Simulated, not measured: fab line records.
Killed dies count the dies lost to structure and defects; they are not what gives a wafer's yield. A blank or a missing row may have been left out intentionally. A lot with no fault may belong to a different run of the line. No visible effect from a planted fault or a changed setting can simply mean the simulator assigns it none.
Matching of chambers ; flow nand-harc ; cmp-02 running NHARC_A_SGD_CUT_CMP_21: 4 sister chambers
The step polishes, target thk 148.19 nm. 14 wafers are shown with their chamber, then 7 later ones without.

== WAFERS, EACH WITH ITS CHAMBER ==
wafer;chamber;motor-current-A (A);time-to-endpoint-s (s)
L522.3;0;12.3;49.9
L522.4;2;11.7;53.6
L522.5;0;11.9;48.3
L525.1;0;12.9;48.5
L525.2;3;12.3;52.4
L525.5;1;11.9;49.5
L536.2;0;12.9;52.3
L536.3;1;12.0;53.6
L536.6;1;11.3;50.2
L538.1;2;11.1;50.2
L538.2;3;13.4;50.5
L538.3;0;12.9;51.9
L541.4;1;11.7;47.7
L541.5;3;13.1;51.0

SIGNATURES (means of the wafers above)
reading;chamber 0;chamber 1;chamber 2;chamber 3;scatter within a chamber
motor-current-A;12.580;11.725;11.400;12.933;0.443
time-to-endpoint-s;50.180;50.250;51.900;51.300;2
Rule: distance of a wafer from a chamber = root of the sum over the readings of ((wafer's reading minus chamber's mean) / reading's scatter) squared. The wafer belongs to the nearest chamber; if the next one is less than 2 further off, it can't be placed. The scatter: take each reading less its chamber's mean, square it, sum over the shown wafers, divide by the number of wafers less the number of chambers, and take the root.

== WAFERS WITHOUT THEIR CHAMBER ==
wafer;motor-current-A (A);time-to-endpoint-s (s)
L541.6;11.6;50.7
L542.2;11.4;47.2
L542.5;12.5;48.7
L542.6;12.9;44.5
L545.1;11.5;49.3
L545.3;12.2;50.1
L545.4;11.6;47.9

== EACH ONE'S CHAMBER ==
wafer;from the rows above;in truth
L541.6;can't be placed: 1 or 2 or 0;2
L542.2;can't be placed: 1 or 2 or 0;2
L542.5;can't be placed: 0 or 3 or 1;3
L542.6;can't be placed: 0 or 3 or 1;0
L545.1;can't be placed: 1 or 2 or 0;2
L545.3;can't be placed: 0 or 1 or 3 or 2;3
L545.4;can't be placed: 1 or 2 or 0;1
Correctly placed: 0 of 7. Cannot be placed on the basis of these rows: 7; the candidates contain the true chamber in 7. 0 placed wrongly.
